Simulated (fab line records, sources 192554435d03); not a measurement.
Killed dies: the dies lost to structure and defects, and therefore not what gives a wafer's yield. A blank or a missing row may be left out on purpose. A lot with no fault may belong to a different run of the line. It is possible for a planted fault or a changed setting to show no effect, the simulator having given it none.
Lot-split experiment || flow n5 finfet || 39 wafers read across 7 lots, on a route 1938 steps long

== ON THE SPLIT ==
At N5_HKMG_FIN_ETCH_58 (etches SOC in N2/H2, target depth 215.8 nm, time 741 s), the setting bias w was moved away from the recipe's 13 W on 6 of the 39 wafers read, by +5.6% to +17.0%. All remaining wafers had this setting at the recipe value.

The split's own step is where the reading is taken.

== THE READING ==
rf vpp V, in V, at N5_HKMG_FIN_ETCH_58 (etches SOC in N2/H2, target depth 215.8 nm, time 741 s). Typical for fault-free wafers on this fab line: 98.9 V, with standard deviation 0.9 V.

{"wafer": "L080.1", "tool, chamber at the split": "rie diel-01, 3", "bias w as run, W": 13, "against the recipe": "recipe", "rf vpp V, V": 98.8, "against lot-mates on the recipe": "-"}
{"wafer": "L080.2", "tool, chamber at the split": "rie diel-01, 2", "bias w as run, W": 13, "against the recipe": "recipe", "rf vpp V, V": 99.3, "against lot-mates on the recipe": "-"}
{"wafer": "L080.3", "tool, chamber at the split": "rie diel-01, 0", "bias w as run, W": 13.73, "against the recipe": "+5.6%", "rf vpp V, V": 103.6, "against lot-mates on the recipe": "+4.3"}
{"wafer": "L080.4", "tool, chamber at the split": "rie diel-01, 1", "bias w as run, W": 13.73, "against the recipe": "+5.6%", "rf vpp V, V": 102.6, "against lot-mates on the recipe": "+3.3"}
{"wafer": "L080.5", "tool, chamber at the split": "rie diel-01, 2", "bias w as run, W": 13.73, "against the recipe": "+5.6%", "rf vpp V, V": 101.3, "against lot-mates on the recipe": "+2.0"}
{"wafer": "L080.6", "tool, chamber at the split": "rie diel-01, 3", "bias w as run, W": 13, "against the recipe": "recipe", "rf vpp V, V": 99.7, "against lot-mates on the recipe": "-"}
{"wafer": "L081.1", "tool, chamber at the split": "rie diel-03, 3", "bias w as run, W": 13, "against the recipe": "recipe", "rf vpp V, V": 96.2, "against lot-mates on the recipe": "-"}
{"wafer": "L081.2", "tool, chamber at the split": "rie diel-03, 0", "bias w as run, W": 13, "against the recipe": "recipe", "rf vpp V, V": 99.2, "against lot-mates on the recipe": "-"}
{"wafer": "L081.3", "tool, chamber at the split": "rie diel-03, 2", "bias w as run, W": 13, "against the recipe": "recipe", "rf vpp V, V": 98.3, "against lot-mates on the recipe": "-"}
{"wafer": "L081.4", "tool, chamber at the split": "rie diel-03, 3", "bias w as run, W": 13, "against the recipe": "recipe", "rf vpp V, V": 98.6, "against lot-mates on the recipe": "-"}
{"wafer": "L081.5", "tool, chamber at the split": "rie diel-03, 2", "bias w as run, W": 13, "against the recipe": "recipe", "rf vpp V, V": 98.7, "against lot-mates on the recipe": "-"}
{"wafer": "L081.6", "tool, chamber at the split": "rie diel-03, 0", "bias w as run, W": 13, "against the recipe": "recipe", "rf vpp V, V": 98.5, "against lot-mates on the recipe": "-"}
{"wafer": "L082.1", "tool, chamber at the split": "rie diel-06, 2", "bias w as run, W": 13, "against the recipe": "recipe", "rf vpp V, V": 100.1, "against lot-mates on the recipe": "-"}
{"wafer": "L082.2", "tool, chamber at the split": "rie diel-06, 3", "bias w as run, W": 13, "against the recipe": "recipe", "rf vpp V, V": 99.1, "against lot-mates on the recipe": "-"}
{"wafer": "L082.3", "tool, chamber at the split": "rie diel-06, 1", "bias w as run, W": 13, "against the recipe": "recipe", "rf vpp V, V": 98.4, "against lot-mates on the recipe": "-"}
{"wafer": "L082.4", "tool, chamber at the split": "rie diel-06, 0", "bias w as run, W": 13, "against the recipe": "recipe", "rf vpp V, V": 98.4, "against lot-mates on the recipe": "-"}
{"wafer": "L082.5", "tool, chamber at the split": "rie diel-06, 0", "bias w as run, W": 13, "against the recipe": "recipe", "rf vpp V, V": 98.8, "against lot-mates on the recipe": "-"}
{"wafer": "L082.6", "tool, chamber at the split": "rie diel-06, 1", "bias w as run, W": 13, "against the recipe": "recipe", "rf vpp V, V": 100.1, "against lot-mates on the recipe": "-"}
{"wafer": "L085.1", "tool, chamber at the split": "rie diel-03, 0", "bias w as run, W": 13, "against the recipe": "recipe", "rf vpp V, V": 97.9, "against lot-mates on the recipe": "-"}
{"wafer": "L085.2", "tool, chamber at the split": "rie diel-03, 3", "bias w as run, W": 13, "against the recipe": "recipe", "rf vpp V, V": 98.5, "against lot-mates on the recipe": "-"}
{"wafer": "L085.3", "tool, chamber at the split": "rie diel-03, 2", "bias w as run, W": 13, "against the recipe": "recipe", "rf vpp V, V": 99.0, "against lot-mates on the recipe": "-"}
{"wafer": "L085.4", "tool, chamber at the split": "rie diel-03, 1", "bias w as run, W": 13, "against the recipe": "recipe", "rf vpp V, V": 99.2, "against lot-mates on the recipe": "-"}
{"wafer": "L085.5", "tool, chamber at the split": "rie diel-03, 2", "bias w as run, W": 13, "against the recipe": "recipe", "rf vpp V, V": 99.1, "against lot-mates on the recipe": "-"}
{"wafer": "L085.6", "tool, chamber at the split": "rie diel-03, 1", "bias w as run, W": 13, "against the recipe": "recipe", "rf vpp V, V": 99.7, "against lot-mates on the recipe": "-"}
{"wafer": "L089.1", "tool, chamber at the split": "rie diel-03, 3", "bias w as run, W": 13, "against the recipe": "recipe", "rf vpp V, V": 98.5, "against lot-mates on the recipe": "-"}
{"wafer": "L089.2", "tool, chamber at the split": "rie diel-03, 0", "bias w as run, W": 13, "against the recipe": "recipe", "rf vpp V, V": 98.4, "against lot-mates on the recipe": "-"}
{"wafer": "L089.3", "tool, chamber at the split": "rie diel-03, 1", "bias w as run, W": 13, "against the recipe": "recipe", "rf vpp V, V": 99.9, "against lot-mates on the recipe": "-"}
{"wafer": "L089.4", "tool, chamber at the split": "rie diel-03, 1", "bias w as run, W": 13, "against the recipe": "recipe", "rf vpp V, V": 100.4, "against lot-mates on the recipe": "-"}
{"wafer": "L089.5", "tool, chamber at the split": "rie diel-03, 0", "bias w as run, W": 13, "against the recipe": "recipe", "rf vpp V, V": 98.1, "against lot-mates on the recipe": "-"}
{"wafer": "L089.6", "tool, chamber at the split": "rie diel-03, 3", "bias w as run, W": 13, "against the recipe": "recipe", "rf vpp V, V": 98.9, "against lot-mates on the recipe": "-"}
{"wafer": "L091.2", "tool, chamber at the split": "rie diel-01, 0", "bias w as run, W": 13, "against the recipe": "recipe", "rf vpp V, V": 99.3, "against lot-mates on the recipe": "-"}
{"wafer": "L091.4", "tool, chamber at the split": "rie diel-01, 3", "bias w as run, W": 13, "against the recipe": "recipe", "rf vpp V, V": 99.7, "against lot-mates on the recipe": "-"}
{"wafer": "L091.5", "tool, chamber at the split": "rie diel-01, 0", "bias w as run, W": 13, "against the recipe": "recipe", "rf vpp V, V": 99.2, "against lot-mates on the recipe": "-"}
{"wafer": "L097.1", "tool, chamber at the split": "rie diel-06, 2", "bias w as run, W": 13, "against the recipe": "recipe", "rf vpp V, V": 99.2, "against lot-mates on the recipe": "-"}
{"wafer": "L097.2", "tool, chamber at the split": "rie diel-06, 1", "bias w as run, W": 13, "against the recipe": "recipe", "rf vpp V, V": 97.8, "against lot-mates on the recipe": "-"}
{"wafer": "L097.3", "tool, chamber at the split": "rie diel-06, 3", "bias w as run, W": 15.21, "against the recipe": "+17.0%", "rf vpp V, V": 109.2, "against lot-mates on the recipe": "+10.4"}
{"wafer": "L097.4", "tool, chamber at the split": "rie diel-06, 0", "bias w as run, W": 13, "against the recipe": "recipe", "rf vpp V, V": 99.5, "against lot-mates on the recipe": "-"}
{"wafer": "L097.5", "tool, chamber at the split": "rie diel-06, 3", "bias w as run, W": 15.21, "against the recipe": "+17.0%", "rf vpp V, V": 109.8, "against lot-mates on the recipe": "+11.0"}
{"wafer": "L097.6", "tool, chamber at the split": "rie diel-06, 0", "bias w as run, W": 15.21, "against the recipe": "+17.0%", "rf vpp V, V": 109.4, "against lot-mates on the recipe": "+10.6"}

FIT RESULTS
A straight line over all 39 wafers: rf vpp V changes by +0.621 V for each +1% of bias w; r = +0.97; the points scatter about the line by 0.8 V.
The same after taking each lot's own level away (the mean of its wafers on the recipe; 39 wafers): +0.622 V for each +1%; r = +0.97; scatter 0.73 V.
That fit puts the effect of the largest move of bias w on the reading at 11 V.
From 98.25 to 99.40 V: that is the span of the lots' own levels, equal to 1.3 times the standard deviation above.
The two slopes agree, so the slope changes little with the lot-to-lot level.
Check: with one of the wafers moved furthest among these (+17.0%) left out of the fit, the line predicts +10.6 V for it against its lot-mates. Against them it came out at +10.4 V.
Tool readings at the split's step, against how far the setting was moved: rf vpp V r = +0.97.

== ADDITIONAL SPLITS CARRIED BY THESE WAFERS ==
Before the reading, these wafers also passed through other splits. Each is held against what the fit with the lots' levels taken away leaves over:
{"other split on the same wafers": "N5_DUMMY_GATE_ETCH_37 source w", "wafers away from the commonest value": 15, "r with rf vpp V (lot level and that fit taken away)": -0.23}
{"other split on the same wafers": "N5_SD_EPI_N_EPI_21 pressure torr", "wafers away from the commonest value": 24, "r with rf vpp V (lot level and that fit taken away)": -0.06}

== THE FILE'S OWN FIT ==
rf vpp V changes by +0.618 V for each +1% of bias w, r = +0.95.
